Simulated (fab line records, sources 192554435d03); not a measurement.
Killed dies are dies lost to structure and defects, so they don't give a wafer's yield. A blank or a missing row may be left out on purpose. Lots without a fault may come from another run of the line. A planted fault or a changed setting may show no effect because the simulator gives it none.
Chamber matching | flow n5_finfet | N5_BEOL_M3_CO_CAP_55 on cvd_co-01: 3 sister chambers
The step material Co, precursor CCTBA/H2, target thk 2 nm, time 102.1 s. 3 wafers are shown with their chamber, then 12 later ones without.

WAFERS WITH THEIR CHAMBER
wafer  | chamber | heater_power_w (W)
L085.5 | 0       | 248
L089.5 | 2       | 211
L089.6 | 1       | 252

WAFERS WITHOUT THEIR CHAMBER
wafer  | heater_power_w (W)
L090.3 | 211
L090.4 | 247
L090.6 | 246
L091.1 | 251
L091.5 | 210
L091.6 | 247
L093.1 | 247
L093.4 | 247
L093.6 | 248
L096.1 | 250
L096.4 | 213
L096.5 | 250

WHICH CHAMBER EACH WENT THROUGH
wafer  | from the rows above     | in truth
L090.3 | 2                       | 2
L090.4 | 0                       | 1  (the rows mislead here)
L090.6 | 0                       | 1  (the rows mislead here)
L091.1 | can't be placed: 1 or 0 | 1
L091.5 | 2                       | 2
L091.6 | 0                       | 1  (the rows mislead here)
L093.1 | 0                       | 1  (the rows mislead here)
L093.4 | 0                       | 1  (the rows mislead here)
L093.6 | 0                       | 0
L096.1 | can't be placed: 0 or 1 | 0
L096.4 | 2                       | 2
L096.5 | can't be placed: 0 or 1 | 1
Placed correctly: 4 of 12. Can't be placed from these rows: 3 (the true chamber is among the candidates in 3). Placed wrongly: 5.
How it was worked out, from the rows above alone: a wafer's distance from a chamber is the root of the sum, over the readings, of the square of ((its reading less the chamber's mean) divided by the reading's scatter). The wafer belongs to the nearest chamber; if the next one is less than 2 further off, it can't be placed. A chamber's mean is the mean of its shown wafers. The scatter: with one shown wafer a chamber, the root of the mean of the squares of how far each hidden wafer lies from its nearest shown one.
